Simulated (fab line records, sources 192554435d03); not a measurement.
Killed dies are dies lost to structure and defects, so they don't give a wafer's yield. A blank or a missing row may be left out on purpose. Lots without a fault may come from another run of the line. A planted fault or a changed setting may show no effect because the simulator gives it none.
Which tool did it? | flow n5_finfet | 24 lots, 72 wafers sampled, at 5 steps of a route of 1938

WHAT THE GAUGES READ, wafer by wafer
N5_BEOL_M13_RS_MEAS_54: measures by four-point-probe.
lot  | measured     | on            | M13_RS (ohm/sq)
L074 | day 12 03:20 | film_metro-02 | 0.0444 0.0446 0.0450
L075 | day 12 23:27 | film_metro-01 | 0.0441 0.0440 0.0446
L077 | day 13 13:32 | film_metro-02 | 0.0455 0.0446 0.0457
L076 | day 13 19:52 | film_metro-02 | 0.0456 0.0458 0.0454
L078 | day 14 03:52 | film_metro-01 | 0.0449 0.0454 0.0445
L079 | day 14 06:52 | film_metro-01 | 0.0449 0.0442 0.0447
L080 | day 14 20:58 | film_metro-01 | 0.0451 0.0446 0.0441
L081 | day 16 05:46 | film_metro-01 | 0.0459 0.0447 0.0453
L083 | day 17 04:50 | film_metro-02 | 0.0434 0.0443 0.0440
L084 | day 17 12:42 | film_metro-02 | 0.0442 0.0447 0.0450
L085 | day 17 23:35 | film_metro-02 | 0.0456 0.0452 0.0450
L086 | day 18 03:40 | film_metro-01 | 0.0440 0.0446 0.0440
L090 | day 18 15:09 | film_metro-01 | 0.0451 0.0451 0.0458
L087 | day 18 17:41 | film_metro-02 | 0.0439 0.0449 0.0447
L088 | day 19 03:51 | film_metro-01 | 0.0447 0.0452 0.0453
L095 | day 19 19:19 | film_metro-02 | 0.0449 0.0436 0.0438
L097 | day 19 21:45 | film_metro-02 | 0.0449 0.0440 0.0452
L091 | day 19 23:05 | film_metro-01 | 0.0441 0.0444 0.0451
L092 | day 20 11:47 | film_metro-02 | 0.0454 0.0450 0.0447
L094 | day 20 19:19 | film_metro-01 | 0.0446 0.0450 0.0447
L089 | day 20 19:16 | film_metro-02 | 0.0454 0.0456 0.0445
L096 | day 21 03:11 | film_metro-02 | 0.0453 0.0463 0.0461
L082 | day 21 08:35 | film_metro-02 | 0.0447 0.0456 0.0453
L093 | day 21 10:30 | film_metro-02 | 0.0460 0.0454 0.0457

N5_BEOL_M14_INSPECT_12: inspects for defects (macro).
lot  | measured     | on                | raw_defect_count
L074 | day 12 04:05 | defect_inspect-01 | 1 2 2
L075 | day 13 00:12 | defect_inspect-01 | 0 3 3
L077 | day 13 14:09 | defect_inspect-02 | 4 3 1
L076 | day 13 20:29 | defect_inspect-01 | 2 1 2
L078 | day 14 04:37 | defect_inspect-01 | 3 0 1
L079 | day 14 07:29 | defect_inspect-02 | 2 3 2
L080 | day 14 21:42 | defect_inspect-01 | 7 2 0
L081 | day 16 06:29 | defect_inspect-01 | 2 1 1
L083 | day 17 05:35 | defect_inspect-01 | 1 0 0
L084 | day 17 13:26 | defect_inspect-01 | 2 3 0
L085 | day 18 00:20 | defect_inspect-02 | 2 1 3
L086 | day 18 04:21 | defect_inspect-02 | 3 1 5
L090 | day 18 15:53 | defect_inspect-02 | 5 4 3
L087 | day 18 18:17 | defect_inspect-01 | 1 1 2
L088 | day 19 04:35 | defect_inspect-01 | 2 4 3
L095 | day 19 20:08 | defect_inspect-01 | 3 3 0
L097 | day 19 22:22 | defect_inspect-01 | 4 0 2
L091 | day 19 23:42 | defect_inspect-01 | 1 3 5
L092 | day 20 12:31 | defect_inspect-01 | 1 4 1
L094 | day 20 20:03 | defect_inspect-01 | 3 2 3
L089 | day 20 19:52 | defect_inspect-01 | 4 3 5
L096 | day 21 03:47 | defect_inspect-01 | 3 4 1
L082 | day 21 09:19 | defect_inspect-01 | 2 5 2
L093 | day 21 11:07 | defect_inspect-01 | 5 3 4

N5_BEOL_M14_OVL_MEAS_29.
lot  | measured     | on         | M14_OVL (nm)
L074 | day 12 04:54 | overlay-01 | 1 6 1
L075 | day 13 01:09 | overlay-01 | -3 -6 -4
L077 | day 13 14:59 | overlay-02 | -4 -4 4
L076 | day 13 21:26 | overlay-02 | -3 -1 -3
L078 | day 14 05:28 | overlay-01 | -1 -4 -7
L079 | day 14 08:20 | overlay-02 | -6 -11 6
L080 | day 14 22:31 | overlay-02 | 0 -8 1
L081 | day 16 07:19 | overlay-02 | 15 3 6
L083 | day 17 06:32 | overlay-02 | -6 -10 -5
L084 | day 17 14:16 | overlay-02 | -7 -9 -4
L085 | day 18 01:26 | overlay-01 | -6 -9 -18
L086 | day 18 05:18 | overlay-01 | 2 -1 4
L090 | day 18 16:50 | overlay-01 | 0 -2 1
L087 | day 18 19:07 | overlay-02 | -5 -1 -5
L088 | day 19 05:31 | overlay-01 | -4 -7 -14
L095 | day 19 21:12 | overlay-01 | -2 -10 -6
L097 | day 19 23:16 | overlay-01 | 4 6 12
L091 | day 20 00:37 | overlay-01 | -6 -2 -1
L092 | day 20 13:21 | overlay-01 | -7 -2 1
L094 | day 20 21:01 | overlay-02 | -9 1 -5
L089 | day 20 20:49 | overlay-01 | -5 -6 2
L096 | day 21 04:44 | overlay-01 | 7 0 6
L082 | day 21 10:16 | overlay-01 | 0 -9 7
L093 | day 21 11:56 | overlay-02 | 5 7 1

WHICH TOOL RAN EACH LOT (tool, then ch and the chambers of the sampled wafers, then the start)
lot  | N5_BEOL_M13_ANNEAL_48            | N5_BEOL_M14_ETCH_59
L074 | rtp_anneal-02 ch 0, day 12 02:37 | rie_diel-04 ch 0,2,3, day 12 04:09
L075 | rtp_anneal-02 ch 0, day 12 22:47 | rie_diel-05 ch 0,1,3, day 13 00:16
L077 | rtp_anneal-02 ch 0, day 13 12:49 | rie_diel-04 ch 0,1, day 13 14:13
L076 | rtp_anneal-02 ch 0, day 13 19:17 | rie_diel-02 ch 2,3, day 13 20:33
L078 | rtp_anneal-02 ch 0, day 14 03:17 | rie_diel-02 ch 0,2,3, day 14 04:41
L079 | rtp_anneal-02 ch 0, day 14 06:08 | rie_diel-02 ch 0,1,3, day 14 07:35
L080 | rtp_anneal-01 ch 0, day 14 20:20 | rie_diel-04 ch 1,2,3, day 14 21:46
L081 | rtp_anneal-01 ch 0, day 16 05:01 | rie_diel-04 ch 1,2,3, day 16 06:34
L083 | rtp_anneal-02 ch 0, day 17 04:10 | rie_diel-05 ch 1,2,3, day 17 05:39
L084 | rtp_anneal-01 ch 0, day 17 12:04 | rie_diel-02 ch 1,2, day 17 13:31
L085 | rtp_anneal-01 ch 0, day 17 22:52 | rie_diel-04 ch 1,2,3, day 18 00:41
L086 | rtp_anneal-02 ch 0, day 18 03:01 | rie_diel-04 ch 2,3, day 18 04:25
L090 | rtp_anneal-01 ch 0, day 18 14:31 | rie_diel-04 ch 1,2, day 18 15:58
L087 | rtp_anneal-01 ch 0, day 18 16:59 | rie_diel-02 ch 0,2, day 18 18:22
L088 | rtp_anneal-02 ch 0, day 19 03:11 | rie_diel-04 ch 1,2,3, day 19 04:45
L095 | rtp_anneal-01 ch 0, day 19 18:43 | rie_diel-02 ch 0,2,3, day 19 20:19
L097 | rtp_anneal-02 ch 0, day 19 21:01 | rie_diel-04 ch 1,3, day 19 22:29
L091 | rtp_anneal-02 ch 0, day 19 22:22 | rie_diel-05 ch 0,1,2, day 19 23:52
L092 | rtp_anneal-02 ch 0, day 20 11:04 | rie_diel-04 ch 0,1,3, day 20 12:35
L094 | rtp_anneal-01 ch 0, day 20 18:19 | rie_diel-04 ch 0,1,3, day 20 20:07
L089 | rtp_anneal-02 ch 0, day 20 18:32 | rie_diel-05 ch 0,1,2, day 20 19:56
L096 | rtp_anneal-02 ch 0, day 21 02:32 | rie_diel-05 ch 0,1,2, day 21 03:52
L082 | rtp_anneal-02 ch 0, day 21 07:50 | rie_diel-05 ch 0,2, day 21 09:23
L093 | rtp_anneal-01 ch 0, day 21 09:47 | rie_diel-04 ch 0,2,3, day 21 11:11
- N5_BEOL_M13_ANNEAL_48: time 90 s.
- N5_BEOL_M14_ETCH_59: etches BARC in N2/H2, target depth 89 nm, overetch 26.7 nm, time 67.9 s.

WHAT THE TOOLS THEMSELVES READ (means of the sampled wafers that have a number; where no wafer has one, the mark that the record gives instead)
N5_BEOL_M13_ANNEAL_48.
lot  | tool          | wafer_temp_C_max
L074 | rtp_anneal-02 | 225.88
L075 | rtp_anneal-02 | 225.92
L077 | rtp_anneal-02 | 225.89
L076 | rtp_anneal-02 | 225.74
L078 | rtp_anneal-02 | 225.60
L079 | rtp_anneal-02 | 225.90
L080 | rtp_anneal-01 | 226.13
L081 | rtp_anneal-01 | 226.04
L083 | rtp_anneal-02 | 226.25
L084 | rtp_anneal-01 | 226.29
L085 | rtp_anneal-01 | 226.37
L086 | rtp_anneal-02 | 226.24
L090 | rtp_anneal-01 | 226.08
L087 | rtp_anneal-01 | 226.21
L088 | rtp_anneal-02 | 225.91
L095 | rtp_anneal-01 | 226.13
L097 | rtp_anneal-02 | 226.11
L091 | rtp_anneal-02 | 226.30
L092 | rtp_anneal-02 | 226.20
L094 | rtp_anneal-01 | 225.88
L089 | rtp_anneal-02 | 226.08
L096 | rtp_anneal-02 | 225.73
L082 | rtp_anneal-02 | 225.80
L093 | rtp_anneal-01 | 226.19

N5_BEOL_M14_ETCH_59.
lot  | tool        | drypump_motor_current_A (A) | oes_product_au (a.u.) | rf_vpp_V (V) | showerhead_plenum_p_Torr (Torr) | throttle_valve_pct (%)
L074 | rie_diel-04 | 5.4                         | 0.72                  | 526.1        | 2.60                            | 17.84
L075 | rie_diel-05 | 6.1                         | 0.69                  | 526.9        | 2.64                            | 17.94
L077 | rie_diel-04 | 5.9                         | 0.74                  | 526.0        | 2.63                            | 17.90
L076 | rie_diel-02 | 5.7                         | 0.64                  | 522.3        | 2.50                            | 18.14
L078 | rie_diel-02 | 5.6                         | 0.62                  | 521.8        | 2.50                            | 18.05
L079 | rie_diel-02 | 5.6                         | 0.61                  | 522.6        | 2.48                            | 17.99
L080 | rie_diel-04 | 5.3                         | 0.77                  | 522.5        | 2.51                            | 17.81
L081 | rie_diel-04 | 5.3                         | 0.75                  | 523.4        | 2.51                            | 17.82
L083 | rie_diel-05 | 5.9                         | 0.69                  | 526.1        | 2.63                            | 17.92
L084 | rie_diel-02 | 5.7                         | 0.61                  | 525.5        | 2.62                            | 18.05
L085 | rie_diel-04 | 5.3                         | 0.73                  | 523.4        | 2.50                            | 17.86
L086 | rie_diel-04 | 5.1                         | 0.75                  | 523.4        | 2.51                            | 17.64
L090 | rie_diel-04 | 5.3                         | 0.73                  | 522.5        | 2.46                            | 17.74
L087 | rie_diel-02 | 5.6                         | 0.75                  | 528.4        | 2.69                            | 17.72
L088 | rie_diel-04 | 5.3                         | 0.72                  | 523.1        | 2.50                            | 17.87
L095 | rie_diel-02 | 5.6                         | 0.67                  | 524.6        | 2.58                            | 17.97
L097 | rie_diel-04 | 5.4                         | 0.69                  | 522.4        | 2.49                            | 18.07
L091 | rie_diel-05 | 5.8                         | 0.71                  | 526.1        | 2.62                            | 17.93
L092 | rie_diel-04 | 5.6                         | 0.70                  | 524.7        | 2.57                            | 17.99
L094 | rie_diel-04 | 5.6                         | 0.70                  | 525.7        | 2.56                            | 17.99
L089 | rie_diel-05 | 5.8                         | 0.70                  | 525.8        | 2.62                            | 17.94
L096 | rie_diel-05 | 5.8                         | 0.70                  | 525.8        | 2.61                            | 17.94
L082 | rie_diel-05 | 6.1                         | 0.69                  | 525.3        | 2.57                            | 18.01
L093 | rie_diel-04 | 5.5                         | 0.71                  | 524.3        | 2.57                            | 17.80

THE ANSWER, worked out from the rows above alone
Rule: what is usual is taken from the lots themselves. Put in order of their means at a reading, lots are off if they are a third of the lots or fewer, leave a main group of 4 or more, and stand apart from it by a gap of 3 or more times the standard deviation of the main group's means; of several such gaps the widest counts. A main group whose means are all the same, to the digits that the tables above print for the reading, isn't used. A lot without any number at a reading at which 4 lots or more have one is off too. The other lots that the step has rows for count as sound. The gauges are gone through in route order, then the tools' own readings, and for those a lot's mean is taken as printed above. The first step at which some lot is off is used, and at that step the reading that is off furthest; a lot without a number counts as furthest.
No lot is off at any reading shown: from this, nothing can be told.

WHAT THE SIMULATOR HAD PUT IN
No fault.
